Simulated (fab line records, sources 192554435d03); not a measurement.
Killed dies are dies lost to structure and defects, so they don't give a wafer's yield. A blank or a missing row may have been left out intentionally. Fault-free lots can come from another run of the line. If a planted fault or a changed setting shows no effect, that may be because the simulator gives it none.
What tool caused it? | flow n5 finfet | 10 lots (27 wafers sampled), 1 step of a 1938-step route

== WHAT THE GAUGES SHOWED, per wafer ==
N5_FIN_CUT_CD_MEAS_08 targets a cd of 29.1 nm.
lot  | measured    | on        | cd nm (nm)
L777 | day 2 03:19 | cd sem-01 | 29.29 29.07 29.24
L781 | day 3 03:16 | cd sem-02 | 28.90 28.89 29.33
L782 | day 3 09:30 | cd sem-03 | 29.18 29.46 29.60
L783 | day 3 15:28 | cd sem-03 | 29.02 29.38 29.15
L786 | day 4 11:25 | cd sem-03 | 28.72 29.39 29.18
L787 | day 4 20:52 | cd sem-03 | 29.01 29.37 29.18
L790 | day 5 13:22 | cd sem-01 | 29.43 29.48
L791 | day 5 15:52 | cd sem-03 | 29.36 29.22
L794 | day 6 08:52 | cd sem-02 | 29.44 29.19
L799 | day 7 14:24 | cd sem-02 | 29.16 29.27 29.63

== WHAT TOOL EACH LOT RAN ON (gives the tool, then ch and the chambers of the sampled wafers, and finally the start) ==
There is no process step in the record ahead of these readings.

== THE ANSWER, worked out from the rows above alone ==
Rule: the usual values come from the lots themselves. The widest of any qualifying gaps counts: lots, ordered by their means at a reading, are off when they make up no more than a third of the lots, leave a main group of 4 or more, and stand apart from it by 3 or more times the standard deviation of that group's means. Not used: any main group whose means are identical at the precision the tables above print for the reading. A lot without any number at a reading at which 4 lots or more have one is off too. The other lots that the step has rows for count as sound.
None of the lots is off at any reading shown; this tells nothing.

== WHAT HAD BEEN PUT IN BY THE SIMULATOR ==
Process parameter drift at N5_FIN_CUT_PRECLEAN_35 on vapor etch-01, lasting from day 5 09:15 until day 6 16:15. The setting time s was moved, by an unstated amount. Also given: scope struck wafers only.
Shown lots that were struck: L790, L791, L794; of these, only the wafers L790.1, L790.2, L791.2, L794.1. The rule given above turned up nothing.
